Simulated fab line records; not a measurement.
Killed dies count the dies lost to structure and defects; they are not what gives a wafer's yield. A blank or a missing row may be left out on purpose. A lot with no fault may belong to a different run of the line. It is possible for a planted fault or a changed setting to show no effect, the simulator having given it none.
Which tool was responsible? :: flow n5Finfet :: Sampling: 6 lots, 15 wafers, 6 of 1938 route steps

== WHAT THE GAUGES READ, wafer by wafer ==
N5_BEOL_M4_RC_MEAS_101.
lot: L142
measured: day 8 09:50
on: prober-02
ION_P (uA/um): 474 459 464

lot: L146
measured: day 9 03:45
on: prober-01
ION_P (uA/um): 468 468

lot: L148
measured: day 9 13:22
on: prober-02
ION_P (uA/um): 461 470 456

lot: L151
measured: day 10 14:08
on: prober-02
ION_P (uA/um): 473 459 458

lot: L154
measured: day 11 10:51
on: prober-01
ION_P (uA/um): 465 472

lot: L156
measured: day 11 19:59
on: prober-02
ION_P (uA/um): 460 463

== WHICH TOOL RAN EACH LOT (tool, then ch and the chambers of the sampled wafers, then the start) ==
lot: L142
N5_SPACER0_ALD_07: aldSin-04 ch 1,2,3, day 3 06:41
N5_SDB_ETCH_18: rieDiel-05 ch 0,3, day 4 00:08
N5_SDB_STRIP_22: plasmaAsher-01 ch 0,1, day 4 00:24
N5_DUMMY_REMOVAL_HM_STRIP_01: rieDiel-01 ch 0,1, day 4 04:15
N5_HKMG_FIN_ALD_75: aldHk-01 ch 0,1, day 4 05:32

lot: L146
N5_SPACER0_ALD_07: aldSin-01 ch 2,3, day 4 06:39
N5_SDB_ETCH_18: rieDiel-03 ch 2,3, day 5 00:07
N5_SDB_STRIP_22: plasmaAsher-02 ch 0,1, day 5 00:22
N5_DUMMY_REMOVAL_HM_STRIP_01: rieDiel-04 ch 0,3, day 5 04:39
N5_HKMG_FIN_ALD_75: aldHk-03 ch 1,3, day 5 05:48

lot: L148
N5_SPACER0_ALD_07: aldSin-04 ch 0,1, day 4 16:29
N5_SDB_ETCH_18: rieDiel-03 ch 1,2, day 5 11:50
N5_SDB_STRIP_22: plasmaAsher-02 ch 0,1, day 5 12:09
N5_DUMMY_REMOVAL_HM_STRIP_01: rieDiel-04 ch 0,2,3, day 5 17:05
N5_HKMG_FIN_ALD_75: aldHk-02 ch 0,1,3, day 5 18:19

lot: L151
N5_SPACER0_ALD_07: aldSin-04 ch 1,2,3, day 5 17:07
N5_SDB_ETCH_18: rieDiel-06 ch 0,1,2, day 6 11:08
N5_SDB_STRIP_22: plasmaAsher-01 ch 0,1, day 6 11:22
N5_DUMMY_REMOVAL_HM_STRIP_01: rieDiel-04 ch 1,2,3, day 6 15:02
N5_HKMG_FIN_ALD_75: aldHk-01 ch 0,1,2, day 6 16:20

lot: L154
N5_SPACER0_ALD_07: aldSin-04 ch 1,3, day 6 12:55
N5_SDB_ETCH_18: rieDiel-06 ch 2,3, day 7 06:23
N5_SDB_STRIP_22: plasmaAsher-02 ch 1, day 7 06:37
N5_DUMMY_REMOVAL_HM_STRIP_01: rieDiel-02 ch 0,1, day 7 10:33
N5_HKMG_FIN_ALD_75: aldHk-02 ch 0, day 7 11:35

lot: L156
N5_SPACER0_ALD_07: aldSin-04 ch 2, day 6 20:39
N5_SDB_ETCH_18: rieDiel-05 ch 0,3, day 7 13:50
N5_SDB_STRIP_22: plasmaAsher-02 ch 0,1, day 7 14:05
N5_DUMMY_REMOVAL_HM_STRIP_01: rieDiel-04 ch 0,1, day 7 17:42
N5_HKMG_FIN_ALD_75: aldHk-01 ch 0,3, day 7 18:44
- N5_SPACER0_ALD_07: deposits SiNx, target thk 2 nm.
- N5_SDB_ETCH_18: etches SOC in N2/H2, target depth 100 nm, overetch 20 nm, time 150 s.
- N5_SDB_STRIP_22: strips in N2/H2.
- N5_DUMMY_REMOVAL_HM_STRIP_01: strips SiNx in CH3F/O2, stops on poly-Si, target depth 4 nm, time 6.8 s.
- N5_HKMG_FIN_ALD_75: deposits Al2O3, target thk 1 nm, co reactant pulse time 1 s.

== THE ANSWER, worked out from the rows above alone ==
Rule: what is usual is taken from the lots themselves. The widest of any qualifying gaps counts: lots, ordered by their means at a reading, are off when they make up no more than a third of the lots, leave a main group of 4 or more, and stand apart from it by 3 or more times the standard deviation of that group's means. A main group is skipped when, at the precision printed for the reading in the tables above, its means are all equal. A lot without any number at a reading at which 4 lots or more have one is off too. The other lots that the step has rows for count as sound.
No lot is off at any reading shown: from this, nothing can be told.

== WHAT HAD BEEN PUT IN BY THE SIMULATOR ==
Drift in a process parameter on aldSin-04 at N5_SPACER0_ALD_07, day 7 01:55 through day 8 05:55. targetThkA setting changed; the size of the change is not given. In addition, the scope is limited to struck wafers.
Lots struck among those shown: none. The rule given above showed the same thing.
